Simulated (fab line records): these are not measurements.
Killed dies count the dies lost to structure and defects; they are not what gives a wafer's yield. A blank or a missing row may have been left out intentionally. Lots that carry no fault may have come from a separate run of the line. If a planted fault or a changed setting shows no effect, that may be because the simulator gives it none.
fab line records    flow n5Finfet
record lots=4  wafers=12  lastDay=16
route steps=1938 shown WELL_APT@46 PMOS_HMC_CHANNEL_EPI@57 BEOL_M4@1111
lots that met no fault: taken from a fault-free run of the same line
startH: hours from the record's opening day to when the first of the lot's shown wafers began    waitH: hours elapsed since this lot's preceding step    " unchanged from the row above    L1.1+2: a row that stands for several wafers    - either no value or no given start    * or withheld: withheld    < > ~ a bound
route shown NAME@n: a module of which the file shows steps, and the number in the route of the first    usual: the fault-free wafers' mean and standard deviation    same: alike in all rows    chamber/n: place in a boat    sites: the reading at each site    _std_site: the standard deviation of these    _edge_site: outer sites' mean less inner sites'    radiusMm: for every site, how far away it sits from the centre of the wafer    mask NAME#n: copy n    behind: the last tool/chamber to shape the wafer    hold: reason for holding the lot/hours on hold/outcome of the hold    device: whichever transistor did not switch (one of n, p or np)    end of line: tests run on the same wafers once the route is complete    a step given without rows: its recipe and nothing more    killed: at the first sort, the dies lost to defects and structure; wafer yield is something else    map: dies across one wafer; x = killed, . = not, _ = none there
set.NAME: the run value of the setting; set.NAME@STEP: its run value at that earlier step    model.NAME: the simulator's own value behind a step, which no gauge read
lots seen at some steps along the route; tables by step, rows by wafer
services: a tool's chamber out of use, with start hour (startH, from the record's first day; less than 0 if before it), hours out, and reason
## steps
# step N5_WELL_APT_DESCUM_30
# recipe chemistry=O2  timeS=7.9  sourcePowerW=50  biasPowerW=20  pressureMtorr=20  rfFrequencyHz=2.712e+07  tempC=40  o2FlowSccm=225
# step N5_WELL_APT_IMPLANT_31
# recipe species=B  energyKev=60  doseCm2=1.5e+13  tiltDeg=0  rotationDeg=0
# step N5_WELL_APT_IMPLANT_32
# recipe species=BF2  energyKev=50  doseCm2=2e+13  tiltDeg=0  rotationDeg=0
# step N5_WELL_APT_STRIP_33
# recipe chemistry=SPM  timeS=900  tempC=130  h2so4H2o2VolRatio=4  dry=ipaMarangoni
# step N5_WELL_APT_RTA_34
# recipe tempC=1000  timeS=10  ambient=N2  idleTempC=600  rampUpCPerS=150  rampDownCPerS=60  coolToC=600
# step N5_WELL_APT_OXIDE_STRIP_42
# recipe chemistry=dHF  dilution=25:1  timeS=45  tempC=25  target=SiO2  targetDepthA=120
# step N5_WELL_APT_PRECLEAN_36
# recipe chemistry=O3/DIW  timeS=45  tempC=22  o3Ppm=10
# step N5_WELL_APT_PRECLEAN_39
# recipe chemistry=dHF  timeS=60  dilution=150:1  tempC=25
# step N5_WELL_APT_SRD_37
# recipe dry=ipaMarangoni  doPpb=5  timeS=30  tempC=23  rinseLiquid=diw
# step N5_WELL_APT_EPI_41
# recipe material=Si  targetThkA=500  tempC=650  precursor=SiH4/H2  pressureTorr=20  timeS=297.7
# step N5_PMOS_HMC_CHANNEL_EPI_HM_DEP_34
# recipe material=SiO2  targetThkA=360  tempC=400  precursor=TEOS/O2  pressureTorr=6.5  rfW=900  teosFlowSccm=161.4  gas=O2  flowSccm=2650  timeS=6.9
# step N5_PMOS_HMC_CHANNEL_EPI_COAT_31
# recipe resist=BARC  tempC=205  timeS=60  spinRpm=1500  resistThkNm=66
# usual spinSpeedRpm=1500.0/0.87
lot.wafer  tool           chamber  startH  waitH  spinSpeedRpm  model.BARC_of_PMOS_HMC_CHANNEL_EPI_COAT_31.thkNm
L883.1     lithoTrack-02  0        59.13   0.0    1500.3        66.07
L883.4     "              0        "       "      1500.0        66
L883.5     "              0        "       "      1500.1        65.95
L887.2     lithoTrack-04  0        83.48   0.0    1500.8        65.79
L887.3     "              0        "       "      1499.1        65.89
L887.4     "              0        "       "      1499.9        65.87
L889.2     lithoTrack-02  0        94.94   0.0    1640.6        63.26
L889.3     "              0        "       "      1641.3        63.25
L889.4     "              0        "       "      1638.7        63.4
L891.1     lithoTrack-02  0        107.31  0.0    1637.6        63.17
L891.2     "              0        "       "      1639.7        63.29
L891.4     "              0        "       "      1640.9        63.07
# step N5_PMOS_HMC_CHANNEL_EPI_COAT_03
# recipe resist=CAR-ArF-block  spinRpm=1500  resistThkNm=205
# step N5_PMOS_HMC_CHANNEL_EPI_EBR_05
# recipe solvent=PGMEA  ebrWidthMm=1.5
# step N5_PMOS_HMC_CHANNEL_EPI_SOFTBAKE_04
# recipe tempC=110  timeS=60  resist=CAR-ArF-block
# step N5_PMOS_HMC_CHANNEL_EPI_EXPOSE_06
# recipe maskId=PMOS_HMC_BLK  na=1.35  sourceShape=conventional  sigmaOuter=0.8  polarization=unpolarized  targetCdNm=240  doseMj=41
# step N5_PMOS_HMC_CHANNEL_EPI_PEB_07
# recipe pebTempC=110  pebTimeS=60  resist=CAR-ArF-block
# step N5_PMOS_HMC_CHANNEL_EPI_DEVELOP_08
# recipe developTimeS=30  developer=TMAH  resist=CAR-ArF-block  devTempC=23  rinseLiquid=diw  dry=airSpin
# step N5_PMOS_HMC_CHANNEL_EPI_DESCUM_14
# recipe chemistry=O2  timeS=7.9  sourcePowerW=50  biasPowerW=20  pressureMtorr=20  rfFrequencyHz=2.712e+07  tempC=40  resist=CAR-ArF-block  o2FlowSccm=225
# step N5_PMOS_HMC_CHANNEL_EPI_ETCH_32
# recipe chemistry=N2/H2  target=BARC  stopOn=SiO2  targetDepthA=858  overEtchFrac=0.3  timeS=50.3  ionEnergyEv=200  maskMaterial=CAR-ArF-block  pressureMtorr=30  sourceW=840  biasW=150  n2FlowSccm=200  h2FlowSccm=200
# usual chamberPressureMTorr=30.000/0.027  drypumpMotorCurrentA=5.8/0.53  n2FlowSccm=200.0/0.58  oesProductAu=0.65/0.06  rfVppV=524.1/2.5  showerheadPlenumPTorr=2.56/0.083  throttleValvePct=17.80/0.29
lot.wafer  tool        chamber  startH  waitH  chamberPressureMTorr  drypumpMotorCurrentA  n2FlowSccm  oesProductAu  rfHoursCounterH  rfVppV  showerheadPlenumPTorr  throttleValvePct  model.etch.depthNm
L883.1     rieDiel-06  1        59.60   0.0    29.952                5.4                   200.4       0.76          20               526.2   2.57                   17.16             66.07
L883.4     "           1        "       "      30.001                5.4                   199.6       0.76          -                525.0   2.57                   17.14             66
L883.5     "           0        "       "      30.036                5.9                   200.2       0.64          -                526.3   2.67                   18.10             65.95
L887.2     rieDiel-02  1        84.08   0.0    29.967                5.1                   199.6       0.62          197              524.5   2.62                   17.60             65.79
L887.3     "           2        "       "      29.997                6.3                   200.3       0.64          155              520.2   2.45                   17.89             65.89
L887.4     "           3        "       "      30.001                6.5                   199.2       0.64          159              524.0   2.56                   17.91             65.87
L889.2     rieDiel-02  3        95.29   0.0    30.017                6.4                   200.7       0.62          163              523.5   2.55                   17.93             63.26
L889.3     "           2        "       "      30.019                6.3                   201.0       0.62          158              519.5   2.44                   17.88             63.25
L889.4     "           0        "       "      30.031                6.4                   201.2       0.57          238              527.8   2.60                   17.77             63.4
L891.1     rieDiel-06  1        107.66  0.0    30.033                5.4                   200.4       0.72          36               524.1   2.57                   17.16             63.17
L891.2     "           0        "       "      30.026                5.9                   198.8       0.62          173              526.4   2.66                   18.12             63.29
L891.4     "           2        "       "      29.969                6.2                   199.4       0.77          10               522.5   2.48                   17.81             63.07
# step N5_PMOS_HMC_CHANNEL_EPI_HM_OPEN_15
# recipe chemistry=CHF3/O2  target=SiO2  maskMaterial=CAR-ArF-block  targetDepthA=406  CHF3_flow_sccm=50  O2_flow_sccm=5  Ar_flow_sccm=200  timeS=20.3  pressureMtorr=30  sourceW=650  biasW=170  ionEnergyEv=200
# step N5_BEOL_M4_RC_MEAS_101
# usual DIBL_N=37.0/2.3  DIBL_P=37.3/2.8  IOFF_N=0.17/0.046  IOFF_P=0.23/0.054  ION_N=675/14  ION_P=460/9.3  SS_N=71.7/0.73  SS_P=73.6/0.95  VT_N=249/3.9  VT_P=-250/3.9
lot.wafer  tool       chamber  startH  waitH  DIBL_N[mV/V]  DIBL_P[mV/V]  IOFF_N[nA/um]  IOFF_P[nA/um]  ION_N[uA/um]  ION_P[uA/um]  SS_N[mV/dec]  SS_P[mV/dec]  VT_N[mV]  VT_P[mV]
L883.1     prober-01  0        209.26  0.0    34.9          35.9          0.13           0.15           669           448           71.1          73.2          255       -260
L883.4     "          0        "       "      34.7          36.1          0.13           0.16           667           455           71.3          73.0          252       -257
L883.5     "          0        "       "      39.3          40.4          0.22           0.21           689           456           72.4          74.9          247       -253
L887.2     prober-01  0        235.57  0.2    37.3          37.4          0.15           0.23           662           455           71.4          74.5          252       -248
L887.3     "          0        "       "      39.7          38.7          0.21           0.24           677           461           72.4          73.9          246       -251
L887.4     "          0        "       "      36.2          34.4          0.14           0.17           664           452           71.6          72.6          253       -254
L889.2     prober-02  0        251.04  0.2    37.3          39.3          0.23           0.29           695           473           71.2          74.5          241       -242
L889.3     "          0        "       "      35.5          37.2          0.19           0.25           679           470           71.1          73.6          243       -248
L889.4     "          0        "       "      38.5          40.0          0.26           0.32           691           472           72.5          74.4          242       -243
L891.1     prober-01  0        275.30  0.0    38.0          38.8          0.17           0.22           671           458           71.5          73.4          249       -253
L891.2     "          0        "       "      36.8          37.0          0.16           0.20           687           464           71.2          73.2          249       -253
L891.4     "          0        "       "      38.4          38.4          0.18           0.21           684           464           72.2          73.4          248       -252
## services
tool        chamber  startH  hours  kind
rieDiel-02  -        56.31   0.1    repair
rieDiel-06  2        58.45   -      clean
rieDiel-06  2        58.45   -      consumableReplace:focusRing
rieDiel-06  2        58.45   18.1   scheduledDown
rieDiel-06  2        58.45   18.1   ventCycle
## key
firstSign step=N5_PMOS_HMC_CHANNEL_EPI_COAT_31  reading=spinSpeedRpm  direction=up  sigmas=99+  usual=*  struck=*
effect none on later readings
modelEffect step=N5_PMOS_HMC_CHANNEL_EPI_COAT_31  value=BARC_of_PMOS_HMC_CHANNEL_EPI_COAT_31.thkNm  without=66.11  struck=63.24
modelEffect step=N5_PMOS_HMC_CHANNEL_EPI_ETCH_32  value=etch.depthNm  without=66.11  struck=63.24
metAt N5_PMOS_HMC_CHANNEL_EPI_COAT_31
struckWafers L889.2,L889.3,L889.4,L891.1,L891.2,L891.4
onsetBetween 59.13 94.94
fault kind=processParameterDrift  tool=lithoTrack-02  chamber=-  onsetH=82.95  steps=N5_PMOS_HMC_CHANNEL_EPI_COAT_31  channel=spinRpm  offset=*  shape=step  endH=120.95  actsIn=*  stated=*
